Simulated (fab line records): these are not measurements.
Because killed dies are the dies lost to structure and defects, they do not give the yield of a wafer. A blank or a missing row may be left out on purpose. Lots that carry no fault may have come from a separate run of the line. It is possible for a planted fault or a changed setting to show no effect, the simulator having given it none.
What tool caused it? | flow nand harc | 24 lots with 72 wafers sampled at 2 steps, on a route of 1159 steps

== WHAT THE GAUGES READ, wafer by wafer ==
NHARC_A_SGD_CUT_CD_MEAS_09: target cd 100 nm.
lot  | measured     | on        | cd nm (nm)
L075 | day 13 18:22 | cd sem-02 | 100.6 100.0 100.2
L077 | day 14 05:45 | cd sem-03 | 100.4 100.6 100.3
L076 | day 14 05:52 | cd sem-01 | 99.4 99.7 99.5
L074 | day 14 06:06 | cd sem-02 | 99.2 99.7 99.6
L078 | day 14 06:53 | cd sem-02 | 100.0 100.0 100.1
L079 | day 14 16:31 | cd sem-02 | 99.6 100.2 99.7
L080 | day 15 06:11 | cd sem-03 | 100.6 100.0 100.5
L081 | day 15 15:31 | cd sem-02 | 99.9 100.5 99.9
L082 | day 16 04:20 | cd sem-03 | 99.8 100.0 100.7
L083 | day 16 04:30 | cd sem-02 | 99.8 98.9 99.0
L084 | day 16 08:28 | cd sem-03 | 99.8 99.9 99.8
L086 | day 16 21:46 | cd sem-02 | 99.9 100.5 100.7
L087 | day 16 22:01 | cd sem-03 | 100.7 101.1 100.5
L085 | day 17 04:30 | cd sem-02 | 99.5 99.8 99.8
L088 | day 17 08:25 | cd sem-01 | 100.2 100.0 100.0
L090 | day 17 18:40 | cd sem-03 | 99.9 99.7 100.4
L091 | day 17 19:04 | cd sem-02 | 99.8 100.5 99.9
L089 | day 17 20:30 | cd sem-01 | 100.0 100.1 100.1
L092 | day 18 06:17 | cd sem-02 | 99.8 99.6 99.8
L096 | day 19 01:04 | cd sem-03 | 100.6 100.7 100.6
L095 | day 19 01:23 | cd sem-01 | 99.2 99.7 99.2
L094 | day 19 02:13 | cd sem-03 | 99.9 100.0 99.8
L093 | day 19 03:18 | cd sem-03 | 100.0 99.9 100.5
L097 | day 19 13:58 | cd sem-02 | 100.1 99.4 100.4

NHARC_A_SGD_CUT_OVL_MEAS_10.
lot  | measured     | on         | overlay x nm (nm) | overlay y nm (nm)
L075 | day 13 18:27 | overlay-02 | -0.6 -1.0 -1.1    | -1.5 -1.8 -1.7
L077 | day 14 05:50 | overlay-01 | 1.0 0.9 0.8       | 1.3 1.2 1.1
L076 | day 14 05:56 | overlay-01 | 0.0 0.5 0.5       | 0.9 1.2 0.5
L074 | day 14 06:11 | overlay-02 | 0.0 0.3 0.4       | -0.7 -0.9 -0.4
L078 | day 14 06:59 | overlay-01 | 0.0 0.1 -0.1      | 0.1 0.5 0.1
L079 | day 14 16:37 | overlay-01 | -0.3 -0.6 -1.0    | 0.7 0.2 0.4
L080 | day 15 06:17 | overlay-01 | 0.2 0.6 -0.2      | 0.0 -0.1 -1.1
L081 | day 15 15:36 | overlay-01 | -0.5 -0.7 -0.6    | 0.7 0.7 0.8
L082 | day 16 04:26 | overlay-02 | -0.9 -1.4 -0.7    | 0.6 0.4 0.3
L083 | day 16 04:35 | overlay-02 | -1.1 -1.3 -1.0    | 0.8 0.5 0.4
L084 | day 16 08:33 | overlay-02 | -0.3 -0.5 -0.1    | -0.7 -0.6 -0.4
L086 | day 16 21:51 | overlay-01 | -0.4 -1.2 -0.8    | 0.4 0.5 0.6
L087 | day 16 22:06 | overlay-02 | 1.6 2.4 1.8       | 0.1 0.1 0.1
L085 | day 17 04:35 | overlay-01 | 0.4 0.4 0.6       | -0.9 -1.1 -1.1
L088 | day 17 08:31 | overlay-01 | 2.0 2.0 2.2       | 0.5 -0.9 -0.1
L090 | day 17 18:46 | overlay-01 | -0.8 -1.2 -0.5    | 0.7 0.6 0.3
L091 | day 17 19:09 | overlay-02 | 1.8 1.5 2.4       | 0.1 1.2 0.7
L089 | day 17 20:35 | overlay-02 | 1.1 0.6 0.2       | -0.2 0.0 -0.6
L092 | day 18 06:22 | overlay-01 | -1.8 -1.8 -1.6    | -0.1 0.1 0.0
L096 | day 19 01:10 | overlay-01 | -0.8 0.6 -1.0     | 1.3 0.8 0.9
L095 | day 19 01:28 | overlay-02 | -1.1 -0.7 -1.2    | 0.2 0.5 0.4
L094 | day 19 02:18 | overlay-02 | -1.5 -0.9 -1.1    | 0.4 0.4 1.1
L093 | day 19 03:23 | overlay-02 | 0.5 0.3 0.4       | -1.4 -0.9 -0.9
L097 | day 19 14:03 | overlay-01 | -0.3 -0.5 -1.4    | -1.1 -0.9 -1.1

== WHAT TOOL EACH LOT RAN ON (gives the tool, then ch and the chambers of the sampled wafers, and finally the start) ==
The record holds no process step before these readings.

== WHAT THE TOOLS THEMSELVES READ (means of the sampled wafers that have a number; where no wafer has one, the mark that the record gives instead) ==
The record holds no such reading with a usual standard deviation.

== THE ANSWER, worked out from the rows above alone ==
Rule: the usual values come from the lots themselves. The widest of any qualifying gaps counts: lots, ordered by their means at a reading, are off when they make up no more than a third of the lots, leave a main group of 4 or more, and stand apart from it by 3 or more times the standard deviation of that group's means. Not used: any main group whose means are identical at the precision the tables above print for the reading. A lot without any number at a reading at which 4 lots or more have one is off too. The other lots that the step has rows for count as sound. After the gauges, taken in route order, come the tools' own readings; for these a lot's mean is taken, as printed above. The first step at which some lot is off is used, and at that step the reading that is off furthest; a lot without a number counts as furthest.
None of the lots is off at any reading shown; this tells nothing.

== WHAT WAS PUT IN BY THE SIMULATOR ==
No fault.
